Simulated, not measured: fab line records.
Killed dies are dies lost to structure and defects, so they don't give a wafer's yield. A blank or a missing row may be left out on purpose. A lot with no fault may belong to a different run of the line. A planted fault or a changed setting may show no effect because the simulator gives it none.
fab line records + flow nand-harc
record:
- lots: 12
- wafers: 36
- last-day: 24
route steps=1159 shown A_STAIRCASE@563 END@1159
lots that met no fault: from a run of the same line without faults
start-h: hours from the record's opening day to when the first of the lot's shown wafers began + wait-h: hours from the lot's prior step to this one + " unchanged from the row above + L1.1+2: a single row standing in for several wafers + - value missing, or start not given + * or withheld: withheld + < > ~ a bound
route shown NAME@n: a module of which the file shows steps, and the number in the route of the first + usual: mean/standard deviation taken from wafers without a fault + same: alike in all rows + chamber/n: place in a boat + sites: the reading at each site + _std_site: the values' standard deviation + _edge_site: the outer-site mean with the inner-site mean subtracted + radius-mm: for every site, how far away it sits from the centre of the wafer + mask NAME#n: copy n + behind: tool/chamber where the wafer was last shaped + hold: why the lot was held/for how many hours/how that ended + device: transistor that didn't switch, given as n, p or np + end of line: tests of these same wafers at the route's end + a step given without rows: its recipe and nothing more + killed: dies that structure and defects cost at the first sort, which is not the same as the wafer's yield + map: per-die view of a wafer (x killed, . not killed, _ where there is no die)
set.NAME: the setting as run; set.NAME@STEP: as run at that earlier step + model.NAME: the simulator's own value behind a step, which no gauge read
route steps across a sampled set of lots; one table per step, one row per wafer
services: a tool's chamber out of use, with start hour (start-h, from the record's first day; less than 0 if before it), hours out, and reason
== steps ==
step: NHARC_A_STAIRCASE_TRIM_26
recipe:
- time-s: 211.2
- o2-flow-sccm: 500
- ar-flow-sccm: 0
- bias-w: 0
- chemistry: O2
usual:
- drypump-motor-current-A: 5.8/0.52
- mfc-ar-sccm: 0.005/0.011
- oes-product-au: 0.995/0.014
- rf-vpp-V: 57.7/0.9
- showerhead-plenum-p-Torr: 3.51/0.18
- throttle-valve-pct: 17.036/0.0099
| lot.wafer | tool        | chamber | start-h | wait-h | drypump-motor-current-A | mfc-ar-sccm | oes-product-au | rf-hours-counter-h | rf-vpp-V | showerhead-plenum-p-Torr | throttle-valve-pct |
|-----------|-------------|---------|---------|--------|-------------------------|-------------|----------------|--------------------|----------|--------------------------|--------------------|
| L130.2    | rie-diel-12 | 1       | -       | -      | 5.9                     | 0.043       | 0.991          | 7                  | 57.1     | 3.80                     | 17.036             |
| L130.1    | "           | 2       | "       | "      | 5.3                     | 0           | 0.992          | 8                  | 56.8     | 3.36                     | 17.024             |
| L130.5    | "           | 1       | "       | "      | 5.9                     | 0.043       | 0.997          | -                  | 58.2     | 3.80                     | 17.015             |
| L131.2    | rie-diel-11 | 2       | -       | -      | 6.1                     | 0.001       | 0.978          | 19                 | 59.1     | 3.80                     | 17.031             |
| L131.3    | "           | 3       | "       | "      | 6.6                     | 0           | 0.988          | 21                 | 57.3     | 3.33                     | 17.048             |
| L131.5    | "           | 2       | "       | "      | 6.1                     | 0.001       | 0.978          | -                  | 59.0     | 3.80                     | 17.032             |
| L137.1    | rie-diel-05 | 2       | -       | -      | 6.1                     | 0.001       | 0.977          | 39                 | 57.5     | 3.37                     | 17.032             |
| L137.4    | "           | 0       | "       | "      | 4.8                     | 0.004       | 0.991          | 37                 | 58.0     | 3.49                     | 17.035             |
| L137.2    | "           | 1       | "       | "      | 5.7                     | 0           | 0.990          | 38                 | 57.9     | 3.48                     | 17.041             |
| L139.3    | rie-diel-05 | 3       | -       | -      | 6.5                     | 0           | 1.016          | 42                 | 56.8     | 3.30                     | 17.026             |
| L139.1    | "           | 0       | "       | "      | 4.8                     | 0.004       | 0.998          | 42                 | 57.6     | 3.49                     | 17.044             |
| L139.5    | "           | 3       | "       | "      | 6.5                     | 0           | 1.019          | -                  | 56.7     | 3.30                     | 17.026             |
| L141.4    | rie-diel-12 | 0       | -       | -      | 6.1                     | 0.011       | 0.980          | 30                 | 59.1     | 3.66                     | 17.038             |
| L141.1    | "           | 1       | "       | "      | 6.0                     | 0.043       | 0.986          | 31                 | 58.6     | 3.79                     | 17.036             |
| L141.5    | "           | 3       | "       | "      | 5.6                     | 0           | 1.010          | -                  | 57.6     | 3.64                     | 17.040             |
| L142.4    | rie-diel-05 | 1       | -       | -      | 5.7                     | 0           | 0.994          | 54                 | 56.8     | 3.47                     | 17.025             |
| L142.1    | "           | 2       | "       | "      | 6.1                     | 0.001       | 0.980          | 55                 | 59.5     | 3.37                     | 17.030             |
| L142.6    | "           | 1       | "       | "      | 5.7                     | 0           | 0.999          | -                  | 57.4     | 3.47                     | 17.039             |
| L146.1    | rie-diel-05 | 2       | -       | -      | 6.1                     | 0.001       | 0.976          | 62                 | 57.1     | 3.36                     | 17.040             |
| L146.3    | "           | 3       | "       | "      | 6.5                     | 0           | 1.018          | 57                 | 57.3     | 3.29                     | 17.062             |
| L146.6    | "           | 1       | "       | "      | 5.7                     | 0           | 0.996          | -                  | 57.1     | 3.47                     | 17.022             |
| L144.2    | rie-diel-11 | 3       | -       | -      | 6.6                     | 0           | 1.002          | 53                 | 56.1     | 3.32                     | 17.028             |
| L144.3    | "           | 1       | "       | "      | 5.7                     | 0           | 1.030          | 55                 | 58.1     | 3.75                     | 17.040             |
| L144.6    | "           | 0       | "       | "      | 5.8                     | 0.015       | 1.001          | -                  | 57.8     | 3.36                     | 17.041             |
| L152.4    | rie-diel-05 | 2       | -       | -      | 6.1                     | 0.001       | 0.980          | 4                  | 57.9     | 3.36                     | 17.029             |
| L152.2    | "           | 0       | "       | "      | 4.8                     | 0.004       | 1.022          | 4                  | 57.1     | 3.48                     | 17.033             |
| L152.5    | "           | 1       | "       | "      | 5.7                     | 0           | 1.026          | -                  | 57.3     | 3.47                     | 17.046             |
| L153.2    | rie-diel-12 | 2       | -       | -      | 5.3                     | 0           | 0.985          | 54                 | 56.3     | 3.34                     | 17.034             |
| L153.4    | "           | 0       | "       | "      | 6.1                     | 0.011       | 0.968          | 52                 | 59.1     | 3.65                     | 17.007             |
| L153.6    | "           | 2       | "       | "      | 5.4                     | 0           | 0.994          | -                  | 57.4     | 3.34                     | 17.043             |
| L150.4    | rie-diel-12 | 1       | -       | -      | 5.9                     | 0.043       | 0.990          | 53                 | 57.4     | 3.78                     | 17.040             |
| L150.1    | "           | 0       | "       | "      | 6.1                     | 0.011       | 0.983          | 52                 | 56.7     | 3.65                     | 17.026             |
| L150.6    | "           | 2       | "       | "      | 5.3                     | 0           | 0.996          | -                  | 56.5     | 3.34                     | 17.053             |
| L151.3    | rie-diel-12 | 2       | -       | -      | 5.4                     | 0           | 0.981          | 59                 | 57.0     | 3.33                     | 17.046             |
| L151.1    | "           | 3       | "       | "      | 5.6                     | 0           | 0.989          | 58                 | 58.1     | 3.62                     | 17.055             |
| L151.6    | "           | 0       | "       | "      | 6.1                     | 0.011       | 0.964          | -                  | 57.7     | 3.65                     | 17.030             |
step: NHARC_A_STAIRCASE_TRIM_191
recipe:
- time-s: 211.2
- o2-flow-sccm: 500
- ar-flow-sccm: 0
- bias-w: 0
- chemistry: O2
usual:
- drypump-motor-current-A: 5.9/0.53
- mfc-ar-sccm: 0.006/0.012
- oes-product-au: 0.997/0.014
- rf-vpp-V: 57.8/0.93
- showerhead-plenum-p-Torr: 3.53/0.19
- throttle-valve-pct: 17.036/0.0092
| lot.wafer | tool        | chamber | start-h | wait-h | drypump-motor-current-A | mfc-ar-sccm | oes-product-au | rf-hours-counter-h | rf-vpp-V | showerhead-plenum-p-Torr | throttle-valve-pct |
|-----------|-------------|---------|---------|--------|-------------------------|-------------|----------------|--------------------|----------|--------------------------|--------------------|
| L130.2    | rie-diel-05 | 0       | -       | -      | 4.8                     | 0.004       | 0.978          | 26                 | 57.5     | 3.50                     | 17.044             |
| L130.1    | "           | 2       | "       | "      | 6.1                     | 0.001       | 0.977          | 26                 | 58.3     | 3.38                     | 17.034             |
| L130.5    | "           | 0       | "       | "      | 4.8                     | 0.004       | 1.004          | -                  | 57.0     | 3.50                     | 17.048             |
| L131.3    | rie-diel-11 | 0       | -       | -      | 5.8                     | 0.015       | 0.998          | 22                 | 56.8     | 3.37                     | 17.038             |
| L131.2    | "           | 2       | "       | "      | 6.1                     | 0.001       | 0.985          | 20                 | 59.1     | 3.80                     | 17.016             |
| L131.5    | "           | 0       | "       | "      | 5.8                     | 0.015       | 0.986          | -                  | 58.0     | 3.37                     | 17.042             |
| L137.2    | rie-diel-11 | 3       | -       | -      | 6.6                     | 0           | 1.001          | 32                 | 55.8     | 3.33                     | 17.020             |
| L137.4    | "           | 1       | "       | "      | 5.7                     | 0           | 1.011          | 32                 | 57.8     | 3.76                     | 17.041             |
| L137.1    | "           | 2       | "       | "      | 6.1                     | 0.001       | 0.976          | 31                 | 58.1     | 3.79                     | 17.039             |
| L139.3    | rie-diel-12 | 2       | -       | -      | 5.3                     | 0           | 1.002          | 26                 | 57.3     | 3.35                     | 17.034             |
| L139.1    | "           | 3       | "       | "      | 5.5                     | 0           | 1.014          | 25                 | 59.1     | 3.64                     | 17.028             |
| L139.5    | "           | 1       | "       | "      | 5.9                     | 0.043       | 0.992          | -                  | 58.3     | 3.79                     | 17.051             |
| L141.4    | rie-diel-05 | 1       | -       | -      | 5.7                     | 0           | 1.001          | 51                 | 58.2     | 3.48                     | 17.036             |
| L141.1    | "           | 2       | "       | "      | 6.1                     | 0.001       | 0.992          | 52                 | 56.7     | 3.37                     | 17.023             |
| L141.5    | "           | 1       | "       | "      | 5.7                     | 0           | 0.988          | -                  | 58.8     | 3.48                     | 17.037             |
| L142.1    | rie-diel-05 | 0       | -       | -      | 4.8                     | 0.004       | 1.013          | 51                 | 57.3     | 3.48                     | 17.037             |
| L142.4    | "           | 1       | "       | "      | 5.7                     | 0           | 0.994          | 55                 | 58.3     | 3.47                     | 17.038             |
| L142.6    | "           | 3       | "       | "      | 6.5                     | 0           | 1.004          | -                  | 56.7     | 3.29                     | 17.021             |
| L144.2    | rie-diel-11 | 2       | -       | -      | 6.1                     | 0.001       | 0.991          | 55                 | 58.8     | 3.78                     | 17.039             |
| L144.3    | "           | 3       | "       | "      | 6.6                     | 0           | 1.007          | 54                 | 57.7     | 3.31                     | 17.037             |
| L144.6    | "           | 2       | "       | "      | 6.1                     | 0.001       | 0.986          | -                  | 59.1     | 3.78                     | 17.026             |
| L146.3    | rie-diel-05 | 3       | -       | -      | 6.5                     | 0           | 1.017          | 59                 | 57.3     | 3.29                     | 17.033             |
| L146.1    | "           | 2       | "       | "      | 6.1                     | 0.001       | 0.980          | 64                 | 57.9     | 3.36                     | 17.030             |
| L146.6    | "           | 0       | "       | "      | 4.8                     | 0.004       | 0.990          | -                  | 58.5     | 3.48                     | 17.022             |
| L152.4    | rie-diel-05 | 0       | -       | -      | 4.8                     | 0.004       | 1.013          | 5                  | 55.9     | 3.48                     | 17.050             |
| L152.2    | "           | 1       | "       | "      | 5.7                     | 0           | 1.026          | 5                  | 57.8     | 3.47                     | 17.030             |
| L152.5    | "           | 0       | "       | "      | 4.8                     | 0.004       | 1.015          | -                  | 58.6     | 3.48                     | 17.033             |
| L153.2    | rie-diel-05 | 3       | -       | -      | 6.5                     | 0           | 1.000          | 6                  | 58.9     | 3.80                     | 17.031             |
| L153.4    | "           | 2       | "       | "      | 6.1                     | 0.001       | 0.983          | 6                  | 57.1     | 3.36                     | 17.046             |
| L153.6    | "           | 3       | "       | "      | 6.5                     | 0           | 1.003          | -                  | 58.8     | 3.80                     | 17.047             |
| L150.4    | rie-diel-05 | 2       | -       | -      | 6.1                     | 0.001       | 0.982          | 6                  | 56.9     | 3.36                     | 17.051             |
| L150.1    | "           | 3       | "       | "      | 6.5                     | 0           | 1.001          | 6                  | 59.0     | 3.81                     | 17.039             |
| L150.6    | "           | 1       | "       | "      | 5.7                     | 0           | 1.030          | -                  | 56.7     | 3.47                     | 17.036             |
| L151.3    | rie-diel-11 | 3       | -       | -      | 6.7                     | 0           | 1.000          | 0                  | 56.4     | 3.31                     | 17.034             |
| L151.1    | "           | 1       | "       | "      | 5.7                     | 0           | 1.028          | 1                  | 56.7     | 3.74                     | 17.038             |
| L151.6    | "           | 3       | "       | "      | 6.7                     | 0           | 0.995          | -                  | 58.2     | 3.31                     | 17.045             |
step: NHARC_A_STAIRCASE_ETCH_192
recipe:
- target-depth-a: 1000
- time-s: 40.5
- ion-energy-ev: 400
- c4f8-flow-sccm: 20
- o2-flow-sccm: 10
- ar-flow-sccm: withheld
- rf-w: 600
- bias-w: 1000
- chemistry: C4F8/O2
usual:
- bias-w: 1000/3
- chamber-pressure-mTorr: 24.999/0.021
- oes-product-au: 0.936/0.015
- rf-vpp-V: 896/6.8
| lot.wafer | tool        | chamber | start-h | wait-h | bias-w | chamber-pressure-mTorr | oes-product-au | rf-hours-counter-h | rf-vpp-V |
|-----------|-------------|---------|---------|--------|--------|------------------------|----------------|--------------------|----------|
| L130.1    | rie-diel-05 | 2       | 235.57  | -      | 1006   | 24.997                 | 0.930          | 26                 | 891      |
| L130.2    | "           | 0       | "       | "      | 999    | 25.020                 | 0.934          | 26                 | 895      |
| L130.5    | "           | 3       | "       | "      | 997    | 24.960                 | 0.969          | -                  | 887      |
| L131.2    | rie-diel-11 | 1       | 251.42  | -      | 998    | 24.971                 | 0.952          | 20                 | 904      |
| L131.3    | "           | 0       | "       | "      | 1004   | 25.031                 | 0.930          | 22                 | 890      |
| L131.5    | "           | 2       | "       | "      | 1005   | 25.010                 | 0.934          | -                  | 906      |
| L137.2    | rie-diel-11 | 1       | 272.04  | -      | 1001   | 24.998                 | 0.923          | 32                 | 905      |
| L137.1    | "           | 2       | "       | "      | 1001   | 24.985                 | 0.908          | 31                 | 907      |
| L137.4    | "           | 0       | "       | "      | 999    | 24.997                 | 0.920          | 28                 | 890      |
| L139.1    | rie-diel-12 | 1       | 287.02  | -      | 999    | 24.983                 | 0.936          | 27                 | 906      |
| L139.3    | "           | 0       | "       | "      | 999    | 25.017                 | 0.926          | 26                 | 902      |
| L139.5    | "           | 2       | "       | "      | 1003   | 25.018                 | 0.932          | -                  | 889      |
| L141.4    | rie-diel-05 | 0       | 305.80  | -      | 1001   | 24.985                 | 0.960          | 48                 | 895      |
| L141.1    | "           | 1       | "       | "      | 996    | 25.019                 | 0.943          | 51                 | 892      |
| L141.5    | "           | 3       | "       | "      | 1003   | 24.974                 | 0.959          | -                  | 886      |
| L142.4    | rie-diel-05 | 0       | 314.28  | -      | -      | -                      | -              | -                  | -        |
| L142.1    | "           | 3       | "       | "      | -      | -                      | -              | -                  | -        |
| L142.6    | "           | 1       | "       | "      | -      | -                      | -              | -                  | -        |
| L144.3    | rie-diel-11 | 1       | 335.71  | -      | -      | -                      | -              | -                  | -        |
| L144.2    | "           | 2       | "       | "      | -      | -                      | -              | -                  | -        |
| L144.6    | "           | 1       | "       | "      | -      | -                      | -              | -                  | -        |
| L146.1    | rie-diel-05 | 3       | 336.26  | -      | -      | -                      | -              | -                  | -        |
| L146.3    | "           | 0       | "       | "      | -      | -                      | -              | -                  | -        |
| L146.6    | "           | 1       | "       | "      | -      | -                      | -              | -                  | -        |
| L152.4    | rie-diel-05 | 2       | 367.53  | -      | 998    | 24.984                 | 0.899          | 5                  | 889      |
| L152.2    | "           | 3       | "       | "      | 999    | 25.013                 | 0.941          | 5                  | 905      |
| L152.5    | "           | 1       | "       | "      | 1003   | 24.997                 | 0.951          | -                  | 893      |
| L153.4    | rie-diel-05 | 0       | 370.60  | -      | 1002   | 25.003                 | 0.969          | 6                  | 895      |
| L153.2    | "           | 1       | "       | "      | 1002   | 24.987                 | 0.958          | 6                  | 893      |
| L153.6    | "           | 3       | "       | "      | 1000   | 24.973                 | 0.954          | -                  | 906      |
| L150.1    | rie-diel-05 | 3       | 370.94  | -      | 1002   | 25.034                 | 0.928          | 6                  | 904      |
| L150.4    | "           | 1       | "       | "      | 1004   | 25.005                 | 0.968          | 6                  | 894      |
| L150.6    | "           | 3       | "       | "      | 1001   | 25.010                 | 0.926          | -                  | 907      |
| L151.1    | rie-diel-11 | 1       | 379.90  | -      | 1003   | 25.015                 | 0.968          | 1                  | 905      |
| L151.3    | "           | 3       | "       | "      | 999    | 24.999                 | 0.940          | 1                  | 888      |
| L151.6    | "           | 1       | "       | "      | 1003   | 25.002                 | 0.957          | -                  | 904      |
step: NHARC_A_STAIRCASE_TRIM_193
recipe:
- time-s: 211.2
- o2-flow-sccm: 500
- ar-flow-sccm: 0
- bias-w: 0
- chemistry: O2
usual:
- drypump-motor-current-A: 5.8/0.52
- mfc-ar-sccm: 0.006/0.012
- oes-product-au: 0.997/0.015
- rf-vpp-V: 57.9/0.99
- showerhead-plenum-p-Torr: 3.54/0.18
- throttle-valve-pct: 17.036/0.01
| lot.wafer | tool        | chamber | start-h | wait-h | drypump-motor-current-A | mfc-ar-sccm | oes-product-au | rf-hours-counter-h | rf-vpp-V | showerhead-plenum-p-Torr | throttle-valve-pct |
|-----------|-------------|---------|---------|--------|-------------------------|-------------|----------------|--------------------|----------|--------------------------|--------------------|
| L130.1    | rie-diel-05 | 2       | -       | -      | 6.2                     | 0.001       | 0.990          | 26                 | 56.3     | 3.38                     | 17.041             |
| L130.2    | "           | 3       | "       | "      | 6.5                     | 0           | 1.031          | 25                 | 56.6     | 3.31                     | 17.031             |
| L130.5    | "           | 0       | "       | "      | 4.8                     | 0.004       | 0.993          | -                  | 56.8     | 3.50                     | 17.024             |
| L131.3    | rie-diel-11 | 2       | -       | -      | 6.1                     | 0.001       | 0.977          | 20                 | 59.5     | 3.80                     | 17.033             |
| L131.2    | "           | 3       | "       | "      | 6.7                     | 0           | 0.994          | 22                 | 56.9     | 3.33                     | 17.024             |
| L131.5    | "           | 2       | "       | "      | 6.1                     | 0.001       | 0.976          | -                  | 59.0     | 3.80                     | 17.040             |
| L137.4    | rie-diel-11 | 1       | -       | -      | 5.7                     | 0           | 1.009          | 32                 | 58.1     | 3.76                     | 17.038             |
| L137.1    | "           | 2       | "       | "      | 6.1                     | 0.001       | 0.981          | 31                 | 58.6     | 3.79                     | 17.030             |
| L137.2    | "           | 3       | "       | "      | 6.6                     | 0           | 0.989          | 33                 | 57.9     | 3.33                     | 17.045             |
| L139.1    | rie-diel-12 | 2       | -       | -      | 5.4                     | 0           | 0.998          | 26                 | 58.3     | 3.35                     | 17.050             |
| L139.3    | "           | 0       | "       | "      | 6.1                     | 0.011       | 0.990          | 27                 | 57.3     | 3.66                     | 17.032             |
| L139.5    | "           | 2       | "       | "      | 5.4                     | 0           | 0.979          | -                  | 57.6     | 3.35                     | 17.042             |
| L141.1    | rie-diel-05 | 2       | -       | -      | 6.2                     | 0.001       | 0.993          | 52                 | 56.6     | 3.37                     | 17.025             |
| L141.4    | "           | 0       | "       | "      | 4.7                     | 0.004       | 0.994          | 48                 | 57.1     | 3.49                     | 17.031             |
| L141.5    | "           | 2       | "       | "      | 6.1                     | 0.001       | 0.993          | -                  | 56.6     | 3.37                     | 17.026             |
| L142.1    | rie-diel-05 | 1       | -       | -      | 5.7                     | 0           | 0.998          | 55                 | 57.5     | 3.47                     | 17.032             |
| L142.4    | "           | 2       | "       | "      | 6.1                     | 0.001       | 0.980          | 55                 | 58.1     | 3.37                     | 17.047             |
| L142.6    | "           | 1       | "       | "      | 5.7                     | 0           | 0.993          | -                  | 57.2     | 3.47                     | 17.013             |
| L144.2    | rie-diel-11 | 2       | -       | -      | 6.1                     | 0.001       | 0.988          | 55                 | 57.9     | 3.78                     | 17.037             |
| L144.3    | "           | 3       | "       | "      | 6.6                     | 0           | 1.001          | 54                 | 58.7     | 3.31                     | 17.050             |
| L144.6    | "           | 2       | "       | "      | 6.1                     | 0.001       | 0.988          | -                  | 56.5     | 3.78                     | 17.044             |
| L146.1    | rie-diel-05 | 1       | -       | -      | 5.7                     | 0           | 0.998          | 64                 | 57.0     | 3.47                     | 17.031             |
| L146.3    | "           | 0       | "       | "      | 4.8                     | 0.004       | 0.995          | 59                 | 58.2     | 3.48                     | 17.031             |
| L146.6    | "           | 2       | "       | "      | 6.1                     | 0.001       | 0.978          | -                  | 59.6     | 3.36                     | 17.027             |
| L152.2    | rie-diel-05 | 0       | -       | -      | 4.8                     | 0.004       | 1.015          | 5                  | 57.8     | 3.48                     | 17.040             |
| L152.4    | "           | 1       | "       | "      | 5.7                     | 0           | 1.034          | 5                  | 56.7     | 3.47                     | 17.030             |
| L152.5    | "           | 0       | "       | "      | 4.8                     | 0.004       | 1.026          | -                  | 56.8     | 3.48                     | 17.029             |
| L153.4    | rie-diel-05 | 0       | -       | -      | 4.7                     | 0.004       | 1.015          | 6                  | 57.2     | 3.48                     | 17.045             |
| L153.2    | "           | 2       | "       | "      | 6.1                     | 0.001       | 0.972          | 6                  | 57.1     | 3.36                     | 17.038             |
| L153.6    | "           | 1       | "       | "      | 5.7                     | 0           | 1.023          | -                  | 57.5     | 3.47                     | 17.030             |
| L150.1    | rie-diel-05 | 2       | -       | -      | 6.1                     | 0.001       | 0.966          | 6                  | 56.7     | 3.36                     | 17.009             |
| L150.4    | "           | 3       | "       | "      | 6.5                     | 0           | 0.984          | 6                  | 59.6     | 3.80                     | 17.027             |
| L150.6    | "           | 1       | "       | "      | 5.7                     | 0           | 1.025          | -                  | 57.8     | 3.47                     | 17.040             |
| L151.3    | rie-diel-11 | 2       | -       | -      | 6.1                     | 0.001       | 0.998          | 1                  | 58.5     | 3.77                     | 17.042             |
| L151.1    | "           | 0       | "       | "      | 5.8                     | 0.015       | 0.977          | 1                  | 57.2     | 3.35                     | 17.059             |
| L151.6    | "           | 2       | "       | "      | 6.1                     | 0.001       | 1.006          | -                  | 59.3     | 3.77                     | 17.045             |
step: NHARC_END_SORT_01
recipe:
- temp-c: 25
usual:
- killed-at-array: 25/10
- killed-at-other: 0.6/0.91
- killed-at-periphery: 3.6/2.9
- killed-dies: 29/10
- killed-open: 3.3/2
- killed-short: 1.9/1.5
same:
- gross-dies: 677
| lot.wafer | tool      | chamber | start-h | wait-h | killed-at-array | killed-at-other | killed-at-periphery | killed-dies | killed-open | killed-short |
|-----------|-----------|---------|---------|--------|-----------------|-----------------|---------------------|-------------|-------------|--------------|
| L142.1    | prober-02 | 0       | 507.23  | 2.5    | 673             | 1               | 3                   | 677         | 2           | 3            |
| L142.4    | prober-02 | 0       | 509.61  | 3.4    | 674             | 1               | 2                   | 677         | 4           | 3            |
| L142.6    | prober-02 | 0       | 511.19  | 4.0    | 674             | 1               | 2                   | 677         | 6           | 2            |
| L146.1    | prober-01 | 0       | 532.36  | 2.5    | 667             | 0               | 10                  | 677         | 1           | 0            |
| L146.3    | prober-01 | 0       | 533.95  | 3.1    | 667             | 0               | 10                  | 677         | 1           | 2            |
| L146.6    | prober-01 | 0       | 536.34  | 4.0    | 666             | 0               | 11                  | 677         | 2           | 3            |
| L144.2    | prober-02 | 0       | 533.20  | 2.8    | 674             | 0               | 3                   | 677         | 7           | 0            |
| L144.3    | prober-02 | 0       | 533.99  | 3.1    | 677             | 0               | 0                   | 677         | 2           | 1            |
| L144.6    | prober-02 | 0       | 536.37  | 4.0    | 677             | 0               | 0                   | 677         | 2           | 1            |
killed by level:class
L142.1 A_STAIRCASE:area-etch=645 A_SLIT:chamber-film-flake=14 A_STAIRCASE:chamber-film-flake=4 A_CONTACT:chamber-film-flake=4 A_CHANNEL_HOLE_D1:geometric-particle:short=2 A_CHANNEL_HOLE_D1:chamber-film-flake=2 P_M0:geometric-particle:open=1 P_M0:geometric-particle:short=1
L142.4 A_STAIRCASE:area-etch=646 A_SLIT:chamber-film-flake=12 A_CHANNEL_HOLE_D1:chamber-film-flake=3 A_STAIRCASE:chamber-film-flake=3 A_CONTACT:chamber-film-flake=2 P_CONTACT:geometric-particle:open=1 A_CHANNEL_FILL_D1:geometric-particle:short=1 A_SGD_CUT:geometric-particle:short=1
L142.6 A_STAIRCASE:area-etch=649 A_SLIT:chamber-film-flake=12 A_CHANNEL_HOLE_D1:chamber-film-flake=3 A_CONTACT:geometric-particle:open=2 P_GATE:chamber-film-flake=2 A_ONON_D1:geometric-particle:open=1 A_CHANNEL_HOLE_D1:geometric-particle:short=1 A_CHANNEL_FILL_D1:geometric-particle:open=1
L146.1 A_STAIRCASE:area-etch=654 A_CONTACT:chamber-film-flake=8 P_ZERO_WELL:chamber-film-flake=6 A_STAIRCASE:chamber-film-flake=4 P_GATE:chamber-film-flake=2 P_CONTACT:geometric-particle:open=1 P_M2:chamber-film-flake=1 A_CHANNEL_HOLE_D1:chamber-film-flake=1
L144.2 A_STAIRCASE:area-etch=619 A_CHANNEL_HOLE_D1:chamber-film-flake=25 A_SLIT:chamber-film-flake=13 A_ZERO_WELL:chamber-film-flake=4 A_STAIRCASE:chamber-film-flake=4 A_WL_FILL:chamber-film-flake=3 P_STI:geometric-particle:open=1 P_GATE:geometric-particle:open=1
L146.3 A_STAIRCASE:area-etch=654 P_ZERO_WELL:chamber-film-flake=8 A_CHANNEL_HOLE_D1:chamber-film-flake=3 A_STAIRCASE:chamber-film-flake=3 A_ZERO_WELL:chamber-film-flake=2 A_CONTACT:chamber-film-flake=2 P_M1:geometric-particle:open=1 A_ONON_D1:geometric-particle:short=1
L144.3 A_STAIRCASE:area-etch=627 A_CHANNEL_HOLE_D1:chamber-film-flake=16 A_SLIT:chamber-film-flake=12 A_STAIRCASE:chamber-film-flake=7 A_CONTACT:chamber-film-flake=7 A_ZERO_WELL:chamber-film-flake=2 A_WL_FILL:chamber-film-flake=2 A_CHANNEL_HOLE_D1:geometric-particle:short=1
L146.6 A_STAIRCASE:area-etch=652 P_ZERO_WELL:chamber-film-flake=7 A_CHANNEL_HOLE_D1:chamber-film-flake=4 A_STAIRCASE:chamber-film-flake=3 A_CONTACT:chamber-film-flake=3 P_M0:geometric-particle:open=1 P_M2:geometric-particle:short=1 A_CHANNEL_FILL_D1:geometric-particle:open=1
L144.6 A_STAIRCASE:area-etch=626 A_CHANNEL_HOLE_D1:chamber-film-flake=23 A_SLIT:chamber-film-flake=15 A_STAIRCASE:chamber-film-flake=4 A_WL_FILL:chamber-film-flake=3 A_CONTACT:chamber-film-flake=3 A_CONTACT:geometric-particle:open=2 A_CHANNEL_FILL_D1:geometric-particle:short=1
== services ==
| tool        | chamber | start-h | hours | kind   |
|-------------|---------|---------|-------|--------|
| rie-diel-05 | 0       | 221.76  | -     | clean  |
| rie-diel-05 | 1       | 221.76  | -     | clean  |
| rie-diel-05 | 2       | 221.76  | -     | clean  |
| rie-diel-05 | 3       | 221.76  | -     | clean  |
| rie-diel-11 | 2       | 242.83  | 4.5   | repair |
| rie-diel-05 | 0       | 246.32  | -     | clean  |
| rie-diel-05 | 1       | 246.32  | -     | clean  |
| rie-diel-05 | 2       | 246.32  | -     | clean  |
| rie-diel-05 | 3       | 246.32  | -     | clean  |
| rie-diel-11 | 0       | 259.02  | 6.5   | repair |
| rie-diel-05 | 0       | 270.82  | -     | clean  |
| rie-diel-05 | 1       | 270.82  | -     | clean  |
| rie-diel-05 | 2       | 270.82  | -     | clean  |
| rie-diel-05 | 3       | 270.82  | -     | clean  |
| rie-diel-05 | 0       | 295.32  | -     | clean  |
| rie-diel-05 | 1       | 295.32  | -     | clean  |
| rie-diel-05 | 2       | 295.32  | -     | clean  |
| rie-diel-05 | 3       | 295.32  | -     | clean  |
| rie-diel-05 | 0       | 319.82  | -     | clean  |
| rie-diel-05 | 1       | 319.82  | -     | clean  |
| rie-diel-05 | -       | 340.65  | 9.0   | pm     |
| rie-diel-11 | -       | 366.55  | 9.0   | pm     |
| rie-diel-05 | 0       | 372.58  | 1.2   | repair |
| rie-diel-12 | -       | 379.53  | 9.0   | pm     |
== key ==
first-sign:
- step: NHARC_A_STAIRCASE_ETCH_192
- reading: tool-record
- direction: missing
effect:
- step: NHARC_END_SORT_01
- reading: killed-dies
- direction: up
- sigmas: 63
- usual: 29
- struck: 677
more-kills-born-at:
- NHARC_A_STAIRCASE_ETCH_192@rie-diel-05: 3895
- NHARC_A_STAIRCASE_ETCH_192@rie-diel-11: 1875
met-at NHARC_A_STAIRCASE_ETCH_192
struck-lots L142,L144,L146
later-rows-left-out L142.1,L142.4,L142.6,L144.2,L144.3,L144.6,L146.1,L146.3,L146.6
tester-left-out L142,L144,L146
not-acting-at NHARC_A_STAIRCASE_TRIM_26,NHARC_A_STAIRCASE_TRIM_191,NHARC_A_STAIRCASE_TRIM_193
onset-between 305.80 314.28
fault:
- kind: skipped-step-whole
- tool: rie-diel-05,rie-diel-11
- chamber: -
- onset-h: 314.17
- steps: NHARC_A_STAIRCASE_ETCH_192
- scope: struck-lots-only
tester-left-out: of these lots the tester's yield and bins aren't shown, on N5 and GAA mostly nor the transistor test; their killed dies are dies lost to structure and defects alone, not to doping, threshold or leakage, so they don't give the yield
later-rows-left-out: the simulator's readings of these wafers behind a module that went badly wrong aren't trusted and aren't shown, but for the sort
